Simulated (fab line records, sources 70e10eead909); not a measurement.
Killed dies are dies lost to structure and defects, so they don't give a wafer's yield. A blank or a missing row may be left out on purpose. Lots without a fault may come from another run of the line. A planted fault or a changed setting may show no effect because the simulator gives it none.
A struck lot beside a sound one | flow nand_harc | 15 steps out of a route of 1159
Sound: wafers L914.1, L914.4, L914.5. Struck: wafers L909.1, L909.2, L909.5. The cause comes at the end.
At each step with rows: each side's tool, then ch and its chambers, then its first start. Under that, the readings that differ: sound wafers | struck wafers | difference of the means | sigmas: that difference in standard deviations of wafers without a fault.
alike: readings whose means differ by less than 2 such deviations, and words and numbers that are the same on both sides. not compared: withheld readings, readings that some wafer has no value for, bounds like >300 that may hide the same value, and numbers for which the record gives no deviation and whose values overlap.
The two part at a step that has a row with sigmas, a row that says differs or no value, or rows on one side only. Numbers that don't overlap but have no deviation are shown without sigmas and don't part them. A reading that every wafer of one side lacks parts them only if that side has two wafers or more.

first, 2 steps without rows for these wafers: NHARC_A_BLC_PEB_08 (peb time 65 s); NHARC_A_BLC_DEVELOP_09 (develop time 35 s).
NHARC_A_BLC_CD_MEAS_10: target cd 100 nm.
  sound on cd_sem-03 ch 0, day 21 17:38; struck on cd_sem-02 ch 0, day 21 16:58
  alike: cd_nm
NHARC_A_BLC_OVL_MEAS_11:
  sound on overlay-02, day 21 17:44; struck on overlay-02, day 21 17:03
  reading           | sound         | struck      | difference | sigmas
  overlay_x_nm (nm) | -0.6 -0.8 0.2 | 1.0 1.0 1.5 | +1.6       | +2
  alike: overlay_y_nm
NHARC_A_BLC_INSPECT_12:
  sound on defect_inspect-02, day 21 17:46; struck on defect_inspect-01, day 21 17:05
  alike: raw_defect_count
then, 1 step without rows for these wafers: NHARC_A_BLC_DESCUM_15 (chemistry O2, time 3 s).
NHARC_A_BLC_ETCH_16: etches the open film in CF4, target depth 39 nm, time 65 s.
  sound on rie_diel-04 ch 0,1, day 21 17:55; struck on rie_diel-09 ch 0,2,3, day 21 17:14
  alike: bias_w, drypump_motor_current_A, oes_product_au, rf_vpp_V, showerhead_plenum_p_Torr, throttle_valve_pct
  not compared: rf_hours_counter_h
NHARC_A_BLC_ETCH_17: etches the open film in N2/H2, target depth 390 nm, time 609.38 s.
  sound on rie_diel-04 ch 0,1,2; struck on rie_diel-09 ch 0,3
  alike: bias_w, drypump_motor_current_A, oes_product_au, rf_vpp_V, showerhead_plenum_p_Torr, throttle_valve_pct
  not compared: rf_hours_counter_h
NHARC_A_BLC_ETCH_18: etches the open film in C4F8/O2/Ar, target depth 910 nm.
  sound on rie_diel-04 ch 1,2; struck on rie_diel-09 ch 0,1
  alike: bias_w, oes_product_au, rf_vpp_V
  not compared: rf_hours_counter_h
NHARC_A_BLC_CD_MEAS_19:
  sound on cd_sem-03, day 21 18:47; struck on cd_sem-01, day 21 18:07
  alike: cd_nm
NHARC_A_BLC_STRIP_29: strips in CF4.
  sound on rie_diel-09 ch 0,3, day 21 18:52; struck on rie_diel-09 ch 0,1,3, day 21 18:11
  alike: cf4_flow_sccm, drypump_motor_current_A, oes_product_au, rf_vpp_V, showerhead_plenum_p_Torr, throttle_valve_pct
  not compared: rf_hours_counter_h
NHARC_A_BLC_STRIP_21: strips in O2.
  sound on rie_diel-09 ch 1,2, day 21 18:58; struck on rie_diel-09 ch 0,1, day 21 18:18
  alike: chamber_pressure_mTorr, drypump_motor_current_A, o2_flow_sccm, oes_product_au, rf_vpp_V, showerhead_plenum_p_Torr, throttle_valve_pct
  not compared: rf_hours_counter_h
NHARC_A_BLC_STRIP_22: strips in post etch residue remover, time 600 s.
  sound on wet_bench-05 ch 2,3,7, day 21 19:08; struck on wet_bench-04 ch 0,4,5, day 21 18:27
  no value came back on the struck wafers for bath_heat_duty_pct (%), run_length_s (s), temp_c (C); on the sound wafers bath_heat_duty_pct (%) reads 13.7 12.2 14.3
then, 1 step without rows for these wafers: NHARC_A_BLC_DEGAS_30 (time 60 s).
NHARC_END_SORT_01:
  the record has rows for the struck wafers here (prober-02 ch 0, day 23 17:24) and none for the sound ones

WHERE THEY PART
First at NHARC_A_BLC_OVL_MEAS_11; last, within this record, at NHARC_END_SORT_01.

WHY: what the simulator had put in
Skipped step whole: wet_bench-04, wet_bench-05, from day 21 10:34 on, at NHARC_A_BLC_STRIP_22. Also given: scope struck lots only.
